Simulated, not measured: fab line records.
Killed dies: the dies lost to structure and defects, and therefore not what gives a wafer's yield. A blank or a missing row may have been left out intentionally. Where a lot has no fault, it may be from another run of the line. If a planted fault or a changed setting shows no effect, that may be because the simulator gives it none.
Chamber matching :: flow nand harc :: NHARC_A_STAIRCASE_DEP_301 on pecvd-03: 3 sister chambers
The step deposits SiON, target thk 30 nm. 16 wafers are shown with their chamber, then 8 later ones without.

WAFERS PAIRED WITH THEIR CHAMBERS
wafer: L074.1
chamber: 1
heater power w (W): 768

wafer: L074.4
chamber: 1
heater power w (W): 767

wafer: L074.5
chamber: 0
heater power w (W): 669

wafer: L078.1
chamber: 0
heater power w (W): 657

wafer: L078.2
chamber: 1
heater power w (W): 659

wafer: L078.6
chamber: 2
heater power w (W): 653

wafer: L085.1
chamber: 2
heater power w (W): 737

wafer: L085.3
chamber: 0
heater power w (W): 679

wafer: L085.5
chamber: 1
heater power w (W): 700

wafer: L085.2
chamber: 1
heater power w (W): 694

wafer: L085.4
chamber: 2
heater power w (W): 748

wafer: L085.6
chamber: 0
heater power w (W): 677

wafer: L089.1
chamber: 1
heater power w (W): 662

wafer: L089.5
chamber: 0
heater power w (W): 574

wafer: L089.6
chamber: 2
heater power w (W): 763

wafer: L089.2
chamber: 2
heater power w (W): 741

SIGNATURES (means of the wafers above)
reading: heater power w
chamber 0: 651.20
chamber 1: 708.33
chamber 2: 728.40
scatter within a chamber: 45.7
Rule: for a wafer and a chamber, the distance is found by dividing, reading by reading, the gap between the wafer's reading and the chamber's mean by the reading's scatter, squaring, summing and taking the root. The wafer belongs to the nearest chamber; if the next one is less than 2 further off, it can't be placed. How the scatter is found: for the shown wafers, subtract from each reading the mean of its chamber, square and add these, divide the total by (wafers less chambers), then take the root.

WAFERS WHOSE CHAMBER IS MISSING
wafer: L089.3
heater power w (W): 561

wafer: L089.4
heater power w (W): 656

wafer: L096.2
heater power w (W): 682

wafer: L096.4
heater power w (W): 750

wafer: L096.6
heater power w (W): 697

wafer: L096.1
heater power w (W): 686

wafer: L096.3
heater power w (W): 766

wafer: L096.5
heater power w (W): 703

THE CHAMBER EACH PASSED THROUGH
wafer: L089.3
from the rows above: can't be placed: 0 or 1 or 2
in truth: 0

wafer: L089.4
from the rows above: can't be placed: 0 or 1 or 2
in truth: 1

wafer: L096.2
from the rows above: can't be placed: 1 or 0 or 2
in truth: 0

wafer: L096.4
from the rows above: can't be placed: 2 or 1 or 0
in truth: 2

wafer: L096.6
from the rows above: can't be placed: 1 or 2 or 0
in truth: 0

wafer: L096.1
from the rows above: can't be placed: 1 or 0 or 2
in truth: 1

wafer: L096.3
from the rows above: can't be placed: 2 or 1 or 0
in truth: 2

wafer: L096.5
from the rows above: can't be placed: 1 or 2 or 0
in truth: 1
0 of 8 placed correctly. These rows do not allow placing 8 (true chamber among the candidates in 8). Number placed wrongly: 0.
